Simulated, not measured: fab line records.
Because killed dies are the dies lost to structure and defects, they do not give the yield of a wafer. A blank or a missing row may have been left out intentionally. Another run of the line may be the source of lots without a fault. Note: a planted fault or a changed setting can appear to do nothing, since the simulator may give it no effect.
Chamber matching -- flow n5_finfet -- ald_sin-02 running N5_BEOL_M0_SAQP_SPACER2_ALD_26: 4 sister chambers
The step deposits SiO2, target thk 15 nm, pulse time 1 s, purge time 2 s. 14 wafers are shown with their chamber, then 7 later ones without.

## WAFERS WITH THEIR CHAMBER
wafer,chamber,heater_power_outer_w (W),heater_power_w (W),precursor_pulse_height_rel
L879.2,1,298,538,1.048
L879.4,0,239,423,0.998
L879.6,3,237,429,0.981
L883.1,0,250,441,1.011
L883.2,3,234,429,0.980
L883.6,3,240,419,0.994
L887.1,3,235,428,0.992
L887.5,3,241,433,0.982
L887.6,2,221,373,1.010
L892.3,2,224,371,1.027
L892.5,2,221,370,0.983
L892.6,0,239,432,0.997
L896.2,1,299,526,0.995
L896.3,2,222,367,0.973

SIGNATURES (averages over the wafers above)
reading,chamber 0,chamber 1,chamber 2,chamber 3,scatter within a chamber
heater_power_outer_w,242.67,298.50,222.00,237.40,3.53
heater_power_w,432.00,532.00,370.25,427.60,6
precursor_pulse_height_rel,1.00200,1.02150,0.99825,0.98580,0.0188
Rule: a wafer lies at a distance from a chamber equal to the root of the sum of squares, over the readings, of (its reading less the chamber's mean, divided by the reading's scatter). The wafer belongs to the nearest chamber; if the next one is less than 2 further off, it can't be placed. The scatter: the root of (the sum of the squares of (reading less its chamber's mean) over the shown wafers, divided by (wafers less chambers)).

## WAFERS WHOSE CHAMBER IS MISSING
wafer,heater_power_outer_w (W),heater_power_w (W),precursor_pulse_height_rel
L896.4,248,438,1.006
L901.1,241,454,1.028
L901.2,305,537,0.998
L901.6,236,445,0.982
L898.1,297,546,0.989
L898.2,229,367,0.987
L898.6,301,537,1.022

## EACH ONE'S CHAMBER
wafer,from the rows above,in truth
L896.4,can't be placed: 0 or 3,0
L901.1,can't be placed: 0 or 3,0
L901.2,1,1
L901.6,can't be placed: 3 or 0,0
L898.1,1,1
L898.2,2,2
L898.6,1,1
4 of 7 placed correctly. Can't be placed from these rows: 3 (the true chamber is among the candidates in 3). Wrongly placed: 0.
